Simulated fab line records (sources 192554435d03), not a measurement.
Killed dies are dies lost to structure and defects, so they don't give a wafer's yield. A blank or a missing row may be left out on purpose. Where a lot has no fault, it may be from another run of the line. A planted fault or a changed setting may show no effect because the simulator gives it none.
Split-lot trial -- flow n5_finfet -- 21 wafers read across 7 lots, on a route 1938 steps long

ABOUT THE SPLIT
At N5_BEOL_M7_EXPOSE_08 (exposes mask M7), the setting dose_mj was moved away from the recipe's 68.25 on 8 of the 21 wafers read, by -5.3% to +6.1%. For the rest of the wafers, this setting stayed at what the recipe calls for.

FROM THE SPLIT TO THE READING: what the file shows between them, 20 steps
- N5_BEOL_M7_PEB_09: peb time 60 s
- N5_BEOL_M7_DEVELOP_10: develop time 30 s
- N5_BEOL_M7_CD_MEAS_11: target cd 38.5 nm
- N5_BEOL_M7_DESCUM_16: chemistry O2, time 7.9 s
- N5_BEOL_M7_ETCH_61: etches SiARC in CF4, target depth 45.5 nm, time 75.8 s
- N5_BEOL_M7_ETCH_62: etches SOC in N2/H2, target depth 110 nm, overetch 22 nm, time 165 s
- N5_BEOL_M7_STRIP_68: strips in N2/H2
- N5_BEOL_M7_STRIP_67: strips in CF4
- N5_BEOL_M7_HM_OPEN_17: chemistry Cl2/BCl3, target TiN, target depth 20 nm, overetch 6 nm
- N5_BEOL_M7_STRIP_19: strips in O2
- N5_BEOL_M7_CD_MEAS_18: pitch 80 nm, target cd 40 nm
- N5_BEOL_M7_COAT_63: time 60 s, resist thk 60 nm
- N5_BEOL_M7_COAT_64: time 60 s, resist thk 12 nm
- N5_BEOL_M7_STRIP_76: strips in C4F6/O2
- N5_BEOL_M7_STRIP_36: strips in N2/H2
- N5_BEOL_M7_TRENCH_ETCH_37: etches SiCOH lowk in C4F6/O2, target depth 93.478 nm, time 31.2 s
- N5_BEOL_M7_ETCH_41: etches SiCN in CH3F/O2, target depth 31.9 nm, time 57.8 s
- N5_BEOL_M7_STRIP_80: strips in N2/H2, time 10 s
- N5_BEOL_M7_PRECLEAN_42: cleans in residue remover, time 60 s
- N5_BEOL_M7_SRD_43: time 30 s

THE READING
cd_nm (nm) at N5_BEOL_M7_CD_MEAS_35, where the cd target is 40 nm. Typical for fault-free wafers on this fab line: 39.9 nm, with standard deviation 0.61 nm.

wafer,"tool, chamber at the split",dose_mj as run,against the recipe,"cd_nm, nm",against lot-mates on the recipe
L080.2,"arfi_scanner-02, 0",68.25,recipe,39.6,-
L080.3,"arfi_scanner-02, 0",70.74,+3.6%,41.8,+1.8
L080.4,"arfi_scanner-02, 0",68.25,recipe,40.5,-
L085.3,"arfi_scanner-02, 0",66.93,-1.9%,39.5,-1.0
L085.5,"arfi_scanner-02, 0",68.25,recipe,40.5,-
L085.6,"arfi_scanner-02, 0",66.93,-1.9%,40.7,+0.2
L088.2,"arfi_scanner-01, 0",68.25,recipe,40.4,-
L088.3,"arfi_scanner-01, 0",71.17,+4.3%,41.5,+1.1
L088.5,"arfi_scanner-01, 0",71.17,+4.3%,41.9,+1.5
L089.3,"arfi_scanner-02, 0",68.25,recipe,39.8,-
L089.4,"arfi_scanner-02, 0",68.25,recipe,39.5,-
L089.6,"arfi_scanner-02, 0",64.63,-5.3%,36.5,-3.1
L091.2,"arfi_scanner-02, 0",68.25,recipe,39.8,-
L091.5,"arfi_scanner-02, 0",68.25,recipe,39.9,-
L091.6,"arfi_scanner-02, 0",68.25,recipe,39.8,-
L090.1,"arfi_scanner-02, 0",68.25,recipe,40.2,-
L090.4,"arfi_scanner-02, 0",72.19,+5.8%,42.8,+2.6
L090.5,"arfi_scanner-02, 0",68.25,recipe,40.1,-
L095.1,"arfi_scanner-01, 0",68.25,recipe,39.9,-
L095.2,"arfi_scanner-01, 0",72.41,+6.1%,43.1,+3.1
L095.4,"arfi_scanner-01, 0",68.25,recipe,40.2,-

THE FIT
A straight line over all 21 wafers: cd_nm changes by +0.472 nm for each +1% of dose_mj; r = +0.93; the points scatter about the line by 0.53 nm.
The same after taking each lot's own level away (the mean of its wafers on the recipe; 21 wafers): +0.449 nm for each +1%; r = +0.95; scatter 0.41 nm.
The reading moves by 2.7 nm for the largest change in dose_mj, on that fit.
The lots' own levels span 39.65 to 40.50 nm, that is 1.4 times the standard deviation above.
Hence the lot-to-lot level has little effect on the slope; both slopes agree.
Check: with one of the wafers moved furthest among these (+6.1%) left out of the fit, the line predicts +2.6 nm for it against its lot-mates. Against them it came out at +3.05 nm.

THE WHOLE CHAIN: every reading that the file lists as answering this split, in the file's order
step,what it does,reading,change (the file's fit),r (the file's)
N5_BEOL_M7_CD_MEAS_11,target cd 38.5 nm,cd_nm,+0.445 nm for each +1% of the setting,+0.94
N5_BEOL_M7_ETCH_61,"etches SiARC in CF4, target depth 45.5 nm, time 75.8 s","BEOL_M7.cd_offset_nm (the simulator's own value, which no gauge read)",+0.454 nm for each +1% of the setting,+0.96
N5_BEOL_M7_ETCH_62,"etches SOC in N2/H2, target depth 110 nm, overetch 22 nm, time 165 s","BEOL_M7.cd_offset_nm (the simulator's own value, which no gauge read)",+0.462 nm for each +1% of the setting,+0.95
N5_BEOL_M7_CD_MEAS_18,"pitch 80 nm, target cd 40 nm",cd_nm,+0.447 nm for each +1% of the setting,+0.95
N5_BEOL_M7_CD_MEAS_35,target cd 40 nm,cd_nm,+0.469 nm for each +1% of the setting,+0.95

THE FILE'S OWN FIT
cd_nm changes by +0.469 nm for each +1% of dose_mj, r = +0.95.
